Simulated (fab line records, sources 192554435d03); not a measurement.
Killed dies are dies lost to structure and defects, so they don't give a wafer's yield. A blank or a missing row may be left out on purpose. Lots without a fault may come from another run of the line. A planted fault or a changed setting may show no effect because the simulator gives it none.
Chamber matching | flow n5_finfet | N5_FIN_SAQP_HM_DEP_03 on pecvd-03: 3 sister chambers
The step deposits SiNx from SiH4/NH3/N2, target thk 38 nm, time 33.6 s. 6 wafers are shown with their chamber, then 8 later ones without.

WAFERS WITH THEIR CHAMBER
wafer  | chamber | showerhead_plenum_p_Torr (Torr) | heater_power_w (W)
L076.4 | 1       | 5.10                            | 737
L088.2 | 1       | 5.11                            | 803
L092.2 | 2       | 5.14                            | 858
L092.4 | 2       | 5.14                            | 837
L092.6 | 0       | 5.05                            | 979
L094.1 | 0       | 5.06                            | 950

WAFERS WITHOUT THEIR CHAMBER
wafer  | showerhead_plenum_p_Torr (Torr) | heater_power_w (W)
L094.4 | 5.11                            | 787
L094.6 | 5.05                            | 942
L095.1 | 5.14                            | 912
L095.3 | 5.12                            | 723
L095.4 | 5.06                            | 973
L096.2 | 5.12                            | 779
L096.3 | 5.05                            | 964
L096.4 | 5.09                            | 783

WHICH CHAMBER EACH WENT THROUGH
wafer  | from the rows above     | in truth
L094.4 | 1                       | 1
L094.6 | 0                       | 0
L095.1 | 2                       | 2
L095.3 | 1                       | 1
L095.4 | 0                       | 0
L096.2 | can't be placed: 1 or 2 | 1
L096.3 | 0                       | 0
L096.4 | 1                       | 1
Placed correctly: 7 of 8. Can't be placed from these rows: 1 (the true chamber is among the candidates in 1). Placed wrongly: 0.
How it was worked out, from the rows above alone: a wafer's distance from a chamber is the root of the sum, over the readings, of the square of ((its reading less the chamber's mean) divided by the reading's scatter). The wafer belongs to the nearest chamber; if the next one is less than 2 further off, it can't be placed. A chamber's mean is the mean of its shown wafers. The scatter: the root of (the sum of the squares of (reading less its chamber's mean) over the shown wafers, divided by (wafers less chambers)).
